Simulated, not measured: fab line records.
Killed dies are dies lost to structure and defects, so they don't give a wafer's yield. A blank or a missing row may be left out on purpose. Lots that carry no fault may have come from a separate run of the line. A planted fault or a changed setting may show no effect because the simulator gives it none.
fab line records	flow n5_finfet
record: lots: 10	wafers: 30	last_day: 17
route steps=1938 shown BEOL_M5@1188 BEOL_M6@1198 PASSIVATION@1936
lots untouched by any fault: they come from a run of this same line in which no faults occurred
start_h: hours from the record's first day to the start of the lot's first wafer shown	wait_h: time in hours since the lot's previous step	" repeats the value in the row above	L1.1+2: one row covering several wafers at once	- no value present, or no start provided	* or withheld: withheld	< > ~ a bound
route shown NAME@n: names a module that has steps shown in the file, with the first one's number in the route	usual: mean and standard deviation over wafers with no fault	same: alike in all rows	chamber/n: place in a boat	sites: per-site readings	_std_site: the standard deviation of these	_edge_site: inner sites' mean taken away from outer sites' mean	radius_mm: how far each site lies from the wafer's centre	mask NAME#n: copy n	behind: the tool/chamber that last shaped the wafer	hold: cause of the lot's hold/its duration in hours/its outcome	device: the transistor (n, p or np) that didn't switch	end of line: the route-end tests of the same wafers	a step without rows: its recipe alone	killed: dies lost to structure and defects at the first sort, not the wafer's yield	map: the dies of a wafer, with x for killed, . for not killed, _ for no die there
set.NAME: the setting as run; set.NAME@STEP: as run at that earlier step	model.NAME: the simulator's own value behind a step, which no gauge read
a sample of lots followed through the steps of the route, with each step as a table and each wafer as a row
services: when a tool's chamber went out of use (start_h, in hours from the record's first day, below 0 if earlier), for how many hours, and the reason
== steps ==
step: N5_BEOL_M5_PRE_CLEAN_77
recipe: gas: NH3/H2	time_s: 15	temp_c: *	rf_power_w: 300
usual: heater_power_w: 84/8.4
lot.wafer	tool	chamber	start_h	wait_h	heater_power_w
L465.3	cvd_co-02	1	174.57	0.0	72
L465.4	"	2	"	"	90
L465.5	"	0	"	"	78
L471.3	cvd_co-02	1	216.28	0.0	71
L471.4	"	0	"	"	80
L471.5	"	2	"	"	90
L468.3	cvd_co-02	1	217.58	0.0	73
L468.5	"	1	"	"	72
L468.6	"	2	"	"	92
L470.3	cvd_co-02	1	222.13	0.0	72
L470.4	"	2	"	"	91
L470.6	"	0	"	"	79
L473.2	cvd_co-01	1	225.62	0.0	84
L473.3	"	0	"	"	96
L473.6	"	0	"	"	97
L479.1	cvd_co-02	2	271.87	0.0	95
L479.3	"	1	"	"	73
L479.4	"	1	"	"	71
L483.2	cvd_co-02	1	295.33	0.0	72
L483.3	"	0	"	"	77
L483.4	"	2	"	"	91
L484.1	cvd_co-02	1	301.40	0.0	72
L484.3	"	2	"	"	92
L484.6	"	0	"	"	78
L485.2	cvd_co-02	2	311.23	0.3	96
L485.3	"	1	"	"	72
L485.5	"	2	"	"	94
L486.1	cvd_co-01	0	319.82	0.0	98
L486.3	"	2	"	"	80
L486.4	"	1	"	"	87
step: N5_BEOL_M6_HM_DEP_02
recipe: material: TiN	target_thk_a: 200	temp_c: 25	chamber_pressure_pa: 0.49996
usual: throttle_valve_pct: 29.9/1.1
lot.wafer	tool	chamber	start_h	wait_h	throttle_valve_pct
L465.3	pvd_sputter-03	-	177.35	1.8	29.1
L465.4	"	-	"	"	28.7
L465.5	"	-	"	"	29.3
L471.3	pvd_sputter-01	-	220.24	3.0	31.3
L471.4	"	-	"	"	30.1
L471.5	"	-	"	"	28.1
L468.3	pvd_sputter-03	-	221.55	2.4	29.2
L468.5	"	-	"	"	31.0
L468.6	"	-	"	"	29.0
L470.3	pvd_sputter-01	-	225.64	2.6	31.6
L470.4	"	-	"	"	30.3
L470.6	"	-	"	"	31.7
L473.2	pvd_sputter-02	-	226.88	0.3	30.2
L473.3	"	-	"	"	32.0
L473.6	"	-	"	"	29.9
L479.1	pvd_sputter-01	-	273.36	0.6	30.3
L479.3	"	-	"	"	31.3
L479.4	"	-	"	"	28.2
L483.2	pvd_sputter-03	-	298.54	2.3	28.6
L483.3	"	-	"	"	30.9
L483.4	"	-	"	"	29.1
L484.1	pvd_sputter-03	-	302.96	0.6	28.9
L484.3	"	-	"	"	29.0
L484.6	"	-	"	"	29.4
L485.2	pvd_sputter-03	-	313.70	1.5	30.9
L485.3	"	-	"	"	28.9
L485.5	"	-	"	"	29.4
L486.1	pvd_sputter-03	-	322.19	1.4	28.9
L486.3	"	-	"	"	30.9
L486.4	"	-	"	"	29.3
step: N5_BEOL_M6_INSPECT_13
recipe: mode: adi	inspect_instrument: brightfield
usual: raw_defect_count: 417/95
lot.wafer	tool	chamber	start_h	wait_h	raw_defect_count
L465.3	defect_inspect-02	-	177.90	0.0	488
L465.4	"	-	"	"	258
L465.5	"	-	"	"	434
L471.3	defect_inspect-01	-	220.79	0.0	339
L471.4	"	-	"	"	414
L471.5	"	-	"	"	356
L468.3	defect_inspect-01	-	222.10	0.0	406
L468.5	"	-	"	"	360
L468.6	"	-	"	"	375
L470.3	defect_inspect-01	-	226.07	0.0	280
L470.4	"	-	"	"	326
L470.6	"	-	"	"	351
L473.2	defect_inspect-02	-	227.43	0.0	378
L473.3	"	-	"	"	343
L473.6	"	-	"	"	387
L479.1	defect_inspect-02	-	273.91	0.0	377
L479.3	"	-	"	"	454
L479.4	"	-	"	"	1173
L483.2	defect_inspect-01	-	299.09	0.0	389
L483.3	"	-	"	"	325
L483.4	"	-	"	"	461
L484.1	defect_inspect-02	-	303.51	0.0	326
L484.3	"	-	"	"	240
L484.6	"	-	"	"	319
L485.2	defect_inspect-02	-	314.12	0.0	491
L485.3	"	-	"	"	460
L485.5	"	-	"	"	333
L486.1	defect_inspect-02	-	322.62	0.0	270
L486.3	"	-	"	"	394
L486.4	"	-	"	"	327
step: N5_BEOL_M6_ETCH_61
recipe: chemistry: CF4	target: SiARC	target_depth_a: 455	mask_material: CAR-ArF	time_s: 75.8	ion_energy_ev: 80	pressure_mtorr: 40	source_w: 545	bias_w: 36	Ar_flow_sccm: 100	cf4_flow_sccm: 100	ends: cleared
usual: bias_w: 36.00/0.11	drypump_motor_current_A: 5.7/0.45	etch_rf_on_time_s: 75.4/1.8	oes_product_au: 0.69/0.082	rf_vpp_V: 184.4/1.2	showerhead_plenum_p_Torr: 2.16/0.071	throttle_valve_pct: 15.50/0.17
lot.wafer	tool	chamber	start_h	wait_h	bias_w	drypump_motor_current_A	etch_rf_on_time_s	oes_product_au	rf_hours_counter_h	rf_vpp_V	showerhead_plenum_p_Torr	throttle_valve_pct
L465.3	rie_diel-03	1	178.07	0.0	35.97	5.3	76.4	0.71	74	184.3	2.17	15.38
L465.4	"	0	"	"	36.02	5.6	73.4	0.63	193	183.1	2.12	15.48
L465.5	"	0	"	"	35.83	5.6	73.3	0.63	-	184.8	2.12	15.50
L471.3	rie_diel-04	3	221.31	0.0	35.92	6.4	76.8	0.73	53	184.5	2.18	15.64
L471.4	"	1	"	"	36.11	6.3	72.3	0.84	7	182.7	2.10	15.18
L471.5	"	0	"	"	35.96	6.7	75.5	0.77	-	184.9	2.27	15.52
L468.3	rie_diel-02	2	222.17	0.0	36.07	5.2	76.6	0.59	244	182.1	2.19	15.99
L468.5	"	3	"	"	35.88	5.6	72.4	0.63	-	183.2	2.13	15.61
L468.6	"	0	"	"	36.05	5.3	76.3	0.60	-	182.5	2.04	15.56
L470.3	rie_diel-03	3	226.55	0.0	35.97	5.7	75.0	0.81	13	186.6	2.27	15.41
L470.4	"	0	"	"	35.93	5.6	74.1	0.62	208	185.2	2.12	15.52
L470.6	"	2	"	"	36.13	5.5	75.5	0.67	-	184.5	2.14	15.40
L473.2	rie_diel-03	0	227.50	0.0	36.06	5.6	74.4	0.62	209	183.3	2.12	15.53
L473.3	"	1	"	"	36.13	5.3	77.1	0.69	90	182.2	2.16	15.41
L473.6	"	1	"	"	36.04	5.3	76.7	0.69	-	185.6	2.16	15.40
L479.1	rie_diel-04	3	273.98	0.0	36.03	6.4	76.1	0.71	73	184.9	2.17	15.66
L479.3	"	1	"	"	35.84	6.3	72.4	0.80	27	183.2	2.09	15.23
L479.4	"	0	"	"	35.99	6.7	74.5	0.74	34	184.3	2.26	15.54
L483.2	rie_diel-02	2	299.27	0.0	35.97	5.3	75.0	0.82	12	182.8	2.19	15.54
L483.3	"	0	"	"	35.92	5.3	76.6	0.58	250	181.7	2.03	15.60
L483.4	"	3	"	"	35.93	5.6	72.7	0.60	222	184.0	2.12	15.67
L484.1	rie_diel-03	1	303.58	0.0	35.98	5.3	76.2	0.68	115	184.9	2.15	15.45
L484.3	"	3	"	"	36.15	5.7	74.3	0.76	40	186.0	2.26	15.48
L484.6	"	1	"	"	36.02	5.3	76.7	0.67	-	184.1	2.15	15.46
L485.2	rie_diel-03	1	314.49	0.0	35.94	5.3	76.0	0.66	119	184.2	2.15	15.45
L485.3	"	0	"	"	36.22	5.6	73.2	0.61	234	183.0	2.11	15.58
L485.5	"	1	"	"	35.85	5.3	76.0	0.67	-	185.2	2.15	15.45
L486.1	rie_diel-03	3	322.69	0.0	35.91	5.7	74.3	0.75	46	184.8	2.26	15.49
L486.3	"	2	"	"	36.03	5.4	75.3	0.65	148	184.2	2.13	15.46
L486.4	"	0	"	"	36.07	5.6	72.3	0.61	237	183.6	2.11	15.57
step: N5_BEOL_M6_CD_MEAS_18
recipe: pitch_nm: 80	target_cd_nm: 40
usual: cd_nm: 40.1/0.72
lot.wafer	tool	chamber	start_h	wait_h	cd_nm
L465.3	cd_sem-02	-	178.50	0.1	40.6
L465.4	"	-	"	"	40.0
L465.5	"	-	"	"	40.2
L471.3	cd_sem-02	-	221.83	0.1	40.5
L471.4	"	-	"	"	40.7
L471.5	"	-	"	"	40.0
L468.3	cd_sem-03	-	222.60	0.1	39.6
L468.5	"	-	"	"	40.9
L468.6	"	-	"	"	41.4
L470.3	cd_sem-01	-	226.98	0.1	39.8
L470.4	"	-	"	"	39.2
L470.6	"	-	"	"	38.7
L473.2	cd_sem-02	-	227.92	0.1	40.0
L473.3	"	-	"	"	41.6
L473.6	"	-	"	"	41.0
L479.1	cd_sem-01	-	274.40	0.0	38.3
L479.3	"	-	"	"	40.7
L479.4	"	-	"	"	39.2
L483.2	cd_sem-02	-	299.91	0.1	40.3
L483.3	"	-	"	"	40.8
L483.4	"	-	"	"	39.7
L484.1	cd_sem-01	-	304.01	0.1	40.5
L484.3	"	-	"	"	39.2
L484.6	"	-	"	"	39.8
L485.2	cd_sem-01	-	315.00	0.1	40.8
L485.3	"	-	"	"	41.2
L485.5	"	-	"	"	40.7
L486.1	cd_sem-03	-	323.14	0.0	39.9
L486.3	"	-	"	"	38.2
L486.4	"	-	"	"	40.0
step: N5_PASSIVATION_PROBE_49
usual: defect_limited_yield: 90.9/1.4	killed_at_M0_to_M3: 37/12	killed_at_M4_up: 14/5.3	killed_at_contacts: 12/6.2	killed_at_front_end: 41/11	killed_at_other: 3.7/2.9	killed_dies: 107/17	killed_open: 71/12	killed_short: 34/7.9	sort_bin_5_function: 5.3/0.95	sort_bin_6_memory: 3.4/0.7	sort_n_pass: 1073/17	sort_yield_pct: 90.9/1.5
same: gross_dies: 1180	killed_at_back_side: 0	sort_bin_4_leakage[%]: 0	sort_bin_8_speed[%]: 0
lot.wafer	tool	chamber	start_h	wait_h	defect_limited_yield[%]	killed_at_M0_to_M3	killed_at_M4_up	killed_at_contacts	killed_at_front_end	killed_at_other	killed_dies	killed_open	killed_short	sort_bin_5_function[%]	sort_bin_6_memory[%]	sort_n_pass	sort_yield_pct[%]
L471.3	prober-01	-	310.99	0.1	91.1	51	10	9	31	4	105	74	31	5.5	3.3	1075	91.1
L471.4	prober-01	-	311.04	0.2	92.2	25	16	17	32	2	92	65	27	4.4	3.1	1088	92.2
L471.5	prober-01	-	311.09	0.2	90.9	40	19	12	35	1	107	75	32	6.0	2.5	1073	90.9
L470.3	prober-01	-	313.30	0.1	88.7	44	10	10	65	4	133	84	45	6.3	4.2	1047	88.7
L470.4	prober-01	-	313.35	0.2	93.0	20	12	15	35	1	83	49	30	4.2	2.1	1097	93.0
L470.6	prober-01	-	313.45	0.3	92.4	29	6	16	38	1	90	55	33	4.9	2.6	1090	92.4
L468.3	prober-01	-	320.89	0.1	89.8	39	9	7	62	3	120	72	46	5.8	3.7	1060	89.8
L468.5	prober-01	-	320.99	0.2	90.2	33	10	12	54	7	116	84	29	6.2	3.6	1064	90.2
L468.6	prober-01	-	321.04	0.3	90.2	22	12	13	63	6	116	80	35	5.1	4.3	1064	90.2
L473.2	prober-02	-	325.09	0.1	91.9	37	8	3	48	0	96	58	36	4.4	3.5	1084	91.9
L473.3	prober-02	-	325.14	0.1	91.0	25	13	21	43	4	106	67	35	5.5	3.1	1074	91.0
L473.6	prober-02	-	325.29	0.3	90.2	34	19	8	54	1	116	71	42	6.3	3.1	1064	90.2
L479.1	prober-02	-	366.66	0.0	90.3	57	12	15	29	2	115	81	33	6.1	3.4	1065	90.3
L479.3	prober-02	-	366.76	0.1	91.4	49	16	8	27	2	102	69	33	4.9	3.6	1078	91.4
L479.4	prober-02	-	366.81	0.2	81.1	57	145	7	14	0	223	72	23	11.9	4.4	957	81.1
L483.2	prober-01	-	389.44	0.1	91.9	35	3	17	34	7	96	61	34	4.8	2.9	1084	91.9
L483.3	prober-01	-	389.49	0.1	92.2	36	6	16	24	10	92	58	34	4.0	3.6	1088	92.2
L483.4	prober-01	-	389.54	0.2	88.8	34	18	26	53	1	132	102	30	6.0	4.9	1048	88.8
killed by level:class
L471.3 BEOL_M0_SAQP:geometric_particle:open=16 BEOL_M0_SAQP:geometric_particle:short=12 STI_FIN_REVEAL:geometric_particle:open=9 BEOL_M1:geometric_particle:open=8 MOL_CONTACT_COAG:geometric_particle:open=7 BEOL_M3:geometric_particle:open=6 BEOL_M2:geometric_particle:open=5 FIN_SAQP:geometric_particle:short=4
L471.4 MOL_CONTACT_COAG:geometric_particle:open=12 STI_FIN_REVEAL:geometric_particle:open=7 BEOL_M0_SAQP:geometric_particle:short=7 BEOL_M0_SAQP:geometric_particle:open=7 BEOL_M4:geometric_particle:open=7 FIN_SAQP:geometric_particle:open=5 FIN_SAQP:geometric_particle:short=5 MOL_CONTACT_COAG:geometric_particle:short=5
L471.5 BEOL_M0_SAQP:geometric_particle:short=11 FIN_SAQP:geometric_particle:open=9 MOL_CONTACT_COAG:geometric_particle:open=9 BEOL_M2:geometric_particle:open=9 BEOL_M0_SAQP:geometric_particle:open=7 BEOL_M1:geometric_particle:open=7 BEOL_M4:geometric_particle:open=7 DUMMY_GATE:geometric_particle:open=5
L470.3 STI_FIN_REVEAL:geometric_particle:open=26 BEOL_M0_SAQP:geometric_particle:short=10 MOL_CONTACT_COAG:geometric_particle:open=9 BEOL_M0_SAQP:geometric_particle:open=8 BEOL_M1:geometric_particle:open=8 FIN_SAQP:geometric_particle:open=5 STI_FIN_REVEAL:geometric_particle:short=5 DUMMY_GATE:geometric_particle:open=5
L470.4 MOL_CONTACT_COAG:geometric_particle:open=11 STI_FIN_REVEAL:geometric_particle:open=7 BEOL_M0_SAQP:geometric_particle:short=7 BEOL_M0_SAQP:geometric_particle:open=6 DUMMY_GATE:geometric_particle:open=5 BEOL_M5:geometric_particle:open=5 MOL_CONTACT_COAG:geometric_particle:short=4 HKMG_FIN:area_etch=4
L470.6 MOL_CONTACT_COAG:geometric_particle:open=13 BEOL_M1:geometric_particle:open=13 STI_FIN_REVEAL:geometric_particle:open=10 GATE_CUT:geometric_particle:short=6 BEOL_M0_SAQP:geometric_particle:short=5 BEOL_M1:geometric_particle:short=5 BEOL_M0_SAQP:geometric_particle:open=4 STARTING-WAFER:geometric_particle:open=4
L468.3 FIN_SAQP:geometric_particle:short=19 FIN_SAQP:geometric_particle:open=15 STI_FIN_REVEAL:geometric_particle:open=13 BEOL_M0_SAQP:geometric_particle:short=9 BEOL_M3:geometric_particle:open=8 BEOL_M1:geometric_particle:open=6 MOL_CONTACT_COAG:geometric_particle:open=5 BEOL_M0_SAQP:geometric_particle:open=5
L468.5 STI_FIN_REVEAL:geometric_particle:open=20 FIN_SAQP:geometric_particle:open=11 FIN_SAQP:geometric_particle:short=9 MOL_CONTACT_COAG:geometric_particle:open=9 BEOL_M0_SAQP:geometric_particle:open=7 BEOL_M3:geometric_particle:open=7 STARTING-WAFER:geometric_particle:open=6 BEOL_M0_SAQP:geometric_particle:short=5
L468.6 FIN_SAQP:geometric_particle:open=31 FIN_SAQP:geometric_particle:short=19 MOL_CONTACT_COAG:geometric_particle:open=13 BEOL_M4:geometric_particle:open=7 BEOL_M0_SAQP:geometric_particle:short=5 BEOL_M0_SAQP:geometric_particle:open=5 DUMMY_GATE:geometric_particle:open=4 BEOL_M1:geometric_particle:open=4
L473.2 FIN_SAQP:geometric_particle:open=18 BEOL_M0_SAQP:geometric_particle:short=12 BEOL_M2:geometric_particle:open=10 STI_FIN_REVEAL:geometric_particle:open=8 BEOL_M0_SAQP:geometric_particle:open=7 GATE_CUT:geometric_particle:short=4 STARTING-WAFER:geometric_particle:short=4 FIN_SAQP:geometric_particle:short=3
L473.3 FIN_SAQP:geometric_particle:short=16 MOL_CONTACT_COAG:geometric_particle:open=16 FIN_SAQP:geometric_particle:open=14 BEOL_M2:geometric_particle:open=7 BEOL_M0_SAQP:geometric_particle:open=6 BEOL_M0_SAQP:geometric_particle:short=6 STI_FIN_REVEAL:geometric_particle:open=5 MOL_CONTACT_COAG:geometric_particle:short=4
L473.6 FIN_SAQP:geometric_particle:open=12 FIN_SAQP:geometric_particle:short=12 STI_FIN_REVEAL:geometric_particle:open=10 BEOL_M0_SAQP:geometric_particle:short=9 MOL_CONTACT_COAG:geometric_particle:open=6 BEOL_M3:geometric_particle:open=6 BEOL_M0_SAQP:geometric_particle:open=5 BEOL_M2:geometric_particle:open=5
L479.1 MOL_CONTACT_COAG:geometric_particle:open=14 BEOL_M0:geometric_particle:open=12 BEOL_M0_SAQP:geometric_particle:short=9 BEOL_M2:geometric_particle:open=7 BEOL_M0_SAQP:geometric_particle:open=7 BEOL_M1:geometric_particle:open=7 FIN_SAQP:geometric_particle:open=5 GATE_CUT:geometric_particle:short=5
L479.3 BEOL_M2:geometric_particle:open=11 BEOL_M4:geometric_particle:open=9 BEOL_M0:geometric_particle:open=7 STI_FIN_REVEAL:geometric_particle:open=6 GATE_CUT:geometric_particle:open=6 BEOL_M0_SAQP:geometric_particle:short=6 MOL_CONTACT_COAG:geometric_particle:open=5 BEOL_M1:geometric_particle:short=5
L479.4 BEOL_M6:unspecified=128 BEOL_M1:geometric_particle:open=13 BEOL_M0_SAQP:geometric_particle:open=12 BEOL_M2:geometric_particle:open=10 MOL_CONTACT_COAG:geometric_particle:open=7 BEOL_M4:geometric_particle:open=6 BEOL_M0:geometric_particle:open=5 BEOL_M3:geometric_particle:open=5
L483.2 STI_FIN_REVEAL:geometric_particle:open=14 MOL_CONTACT_COAG:geometric_particle:short=9 MOL_CONTACT_COAG:geometric_particle:open=8 BEOL_M0_SAQP:geometric_particle:short=7 BEOL_M3:geometric_particle:open=7 BEOL_M0_SAQP:geometric_particle:open=6 FIN_SAQP:geometric_particle:short=5 PASS1_CAP:geometric_particle:open=5
L483.3 MOL_CONTACT_COAG:geometric_particle:open=13 BEOL_M0_SAQP:geometric_particle:short=12 FIN_SAQP:geometric_particle:open=7 BEOL_M0_SAQP:geometric_particle:open=6 STI_FIN_REVEAL:geometric_particle:open=5 BEOL_M1:geometric_particle:short=5 PASS1_CAP:geometric_particle:open=5 BEOL_M2:geometric_particle:open=4
L483.4 STI_FIN_REVEAL:geometric_particle:open=26 MOL_CONTACT_COAG:geometric_particle:open=20 BEOL_M1:geometric_particle:open=11 FIN_SAQP:geometric_particle:open=8 BEOL_M4:geometric_particle:open=8 MOL_CONTACT_COAG:geometric_particle:short=6 DUMMY_GATE:geometric_particle:open=6 BEOL_M0_SAQP:geometric_particle:short=6
== services ==
tool	chamber	start_h	hours	kind
rie_diel-03	3	158.12	-	clean
rie_diel-03	3	158.12	-	consumable_replace:focus_ring
rie_diel-03	3	158.12	-	consumable_replace:showerhead
rie_diel-03	3	158.12	16.4	scheduled_down
rie_diel-03	3	158.12	16.4	vent_cycle
rie_diel-02	-	163.03	3.2	repair
rie_diel-04	0	165.28	-	clean
rie_diel-04	0	165.28	-	consumable_replace:focus_ring
rie_diel-04	0	165.28	-	consumable_replace:showerhead
rie_diel-04	0	165.28	18.7	scheduled_down
rie_diel-04	0	165.28	18.7	vent_cycle
rie_diel-04	1	184.08	-	clean
rie_diel-04	1	184.08	-	consumable_replace:focus_ring
rie_diel-04	1	184.08	16.1	scheduled_down
rie_diel-04	1	184.08	16.1	vent_cycle
rie_diel-03	3	189.80	9.6	repair
rie_diel-03	-	219.02	2.8	pm
pvd_sputter-01	-	231.67	2.2	repair
rie_diel-04	2	235.93	-	clean
pvd_sputter-01	-	236.50	2.7	repair
rie_diel-03	0	259.75	6.6	repair
rie_diel-02	0	261.10	2.4	repair
rie_diel-03	0	310.73	1.4	repair
rie_diel-03	2	316.71	5.3	repair
== key ==
first_sign: step: N5_BEOL_M6_INSPECT_13	reading: raw_defect_count	direction: up	sigmas: 8	usual: 417	struck: 1173
effect: step: N5_PASSIVATION_PROBE_49	reading: killed_at_M4_up	direction: up	sigmas: 25	usual: 14	struck: 145
more_kills_born_at: N5_BEOL_M6_HM_DEP_02@pvd_sputter-01: 128
met_at N5_BEOL_M6_HM_DEP_02
struck_lots L479
struck_wafers L479.4
not_acting_at N5_BEOL_M5_PRE_CLEAN_77,N5_BEOL_M6_ETCH_61,N5_BEOL_M6_CD_MEAS_18
onset_between 220.24 273.36
fault: kind: chamber_particle_source	tool: pvd_sputter-01	chamber: -	onset_h: 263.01	steps: N5_BEOL_M6_HM_DEP_02	rate_per_visit_cm2: 1.0444	end_h: 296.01	scope: struck_wafers_only
